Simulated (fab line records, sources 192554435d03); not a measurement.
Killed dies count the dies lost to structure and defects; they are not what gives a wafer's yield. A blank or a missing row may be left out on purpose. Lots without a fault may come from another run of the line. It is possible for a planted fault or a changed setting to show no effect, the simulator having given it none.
The tool behind it: which one?    flow n5-finfet    11 lots with 32 wafers sampled at 3 steps, on a route of 1938 steps

== WHAT EACH GAUGE READ, for each wafer ==
N5_WELL_APT_INSPECT_10: inspects for defects (macro). Usual: raw-defect-count 2.1, standard deviation 1.5.
lot   measured     on                 raw-defect-count  flag
L831  day 2 13:37  defect-inspect-01  3 4 1             
L832  day 2 20:02  defect-inspect-01  0 1 6             
L833  day 3 01:52  defect-inspect-01  0 3 1             
L834  day 3 07:37  defect-inspect-01  4 1 2             
L835  day 3 13:44  defect-inspect-02  4 2 2             
L838  day 4 07:59  defect-inspect-02  4 4 4             
L841  day 5 01:50  defect-inspect-02  4 1 2             
L844  day 5 19:57  defect-inspect-01  1 3               
L847  day 6 13:37  defect-inspect-02  2 0 4             
L849  day 7 01:53  defect-inspect-01  2 2 2             
L850  day 7 07:38  defect-inspect-01  3 2 5             

== EACH LOT AND THE TOOL THAT RAN IT (in order: tool; ch and the chambers of the sampled wafers; start) ==
lot   N5_ZERO_LAYER_DESCUM_16            N5_WELL_APT_COAT_02
L831  rie-diel-03 ch 0,1, day 2 12:41    litho-track-02 ch 0, day 2 13:17
L832  rie-diel-05 ch 0,1,3, day 2 18:59  litho-track-02 ch 0, day 2 19:35
L833  rie-diel-03 ch 0,3, day 3 00:48    litho-track-03 ch 0, day 3 01:26
L834  rie-diel-06 ch 0,1, day 3 06:41    litho-track-02 ch 0, day 3 07:17
L835  rie-diel-06 ch 0,1,2, day 3 12:49  litho-track-03 ch 0, day 3 13:25
L838  rie-diel-06 ch 0,3, day 4 06:55    litho-track-02 ch 0, day 4 07:32
L841  rie-diel-05 ch 0,1,3, day 5 00:54  litho-track-03 ch 0, day 5 01:30
L844  rie-diel-03 ch 0,1, day 5 18:54    litho-track-05 ch 0, day 5 19:31
L847  rie-diel-06 ch 0,1, day 6 12:41    litho-track-05 ch 0, day 6 13:17
L849  rie-diel-05 ch 0,1,2, day 7 00:57  litho-track-05 ch 0, day 7 01:34
L850  rie-diel-05 ch 0,1, day 7 06:43    litho-track-02 ch 0, day 7 07:19
- N5_ZERO_LAYER_DESCUM_16: chemistry O2, time 7.9 s.
- N5_WELL_APT_COAT_02: resist thk 950 nm.

== AS READ BY THE TOOLS THEMSELVES (means over the sampled wafers that have a number; for cases with no such wafer, the mark the record gives instead) ==
N5_ZERO_LAYER_DESCUM_16. Usual: bias-power-w 20.00 W, standard deviation 0.06; drypump-motor-current-A 5.75 A, standard deviation 0.26; oes-product-au 0.79 a.u., standard deviation 0.086; rf-vpp-V 243.1 V, standard deviation 1.2; showerhead-plenum-p-Torr 2.09 Torr, standard deviation 0.066; throttle-valve-pct 20.47 %, standard deviation 0.27.
lot   tool         bias-power-w (W)  drypump-motor-current-A (A)  oes-product-au (a.u.)  rf-vpp-V (V)  showerhead-plenum-p-Torr (Torr)  throttle-valve-pct (%)  flag
L831  rie-diel-03  20.05             5.94                         0.74                   242.3         2.04                             20.52                   
L832  rie-diel-05  19.98             5.91                         0.75                   242.4         2.03                             20.47                   
L833  rie-diel-03  20.00             5.35                         0.76                   243.5         2.08                             20.40                   
L834  rie-diel-06  20.02             5.89                         0.76                   244.3         2.17                             20.59                   
L835  rie-diel-06  19.97             5.75                         0.75                   244.1         2.13                             20.53                   
L838  rie-diel-06  20.01             5.81                         0.90                   243.4         2.13                             20.64                   
L841  rie-diel-05  20.02             5.90                         0.74                   242.5         2.02                             20.50                   
L844  rie-diel-03  20.03             5.78                         0.72                   242.0         2.04                             20.52                   
L847  rie-diel-06  20.01             5.90                         0.74                   243.2         2.17                             20.63                   
L849  rie-diel-05  19.97             5.73                         0.80                   242.9         2.07                             20.28                   
L850  rie-diel-05  19.92             5.81                         0.76                   242.2         2.04                             20.44                   

N5_WELL_APT_COAT_02. Usual: dispense-pressure-kPa 52.2 kPa, standard deviation 2.8; spin-speed-rpm 1357.0 rpm, standard deviation 0.99.
lot   tool            dispense-pressure-kPa (kPa)  spin-speed-rpm (rpm)  flag
L831  litho-track-02  54.8                         1355.9                
L832  litho-track-02  54.8                         1357.0                
L833  litho-track-03  54.3                         1357.7                
L834  litho-track-02  54.8                         1115.0                OFF
L835  litho-track-03  54.2                         1357.6                
L838  litho-track-02  54.8                         1114.4                OFF
L841  litho-track-03  54.3                         1357.5                
L844  litho-track-05  48.8                         1357.0                
L847  litho-track-05  48.9                         1357.0                
L849  litho-track-05  48.9                         1356.7                
L850  litho-track-02  54.8                         1357.4                

== THE ANSWER, worked out from the rows above alone ==
Rule: take the mean of a lot's wafers that have a number; if it is more than 3 standard deviations from the usual mean, the lot is off. A lot without any number at a reading at which 4 lots or more have one is off too. Where the step has rows for the other lots, those lots are counted as sound. The gauges are gone through in route order, then the tools' own readings, and for those a lot's mean is taken as printed above. The first step at which some lot is off is used, and at that step the reading that is off furthest; a lot without a number counts as furthest.
Off: L834, L838, at N5_WELL_APT_COAT_02 (spin-speed-rpm).
If a tool, at that step or one of the process steps before it, ran each lot that is off and ran no sound lot following the first of them, it fits. Not one of the candidates tried fits.

== WHAT THE SIMULATOR HAD PUT IN ==
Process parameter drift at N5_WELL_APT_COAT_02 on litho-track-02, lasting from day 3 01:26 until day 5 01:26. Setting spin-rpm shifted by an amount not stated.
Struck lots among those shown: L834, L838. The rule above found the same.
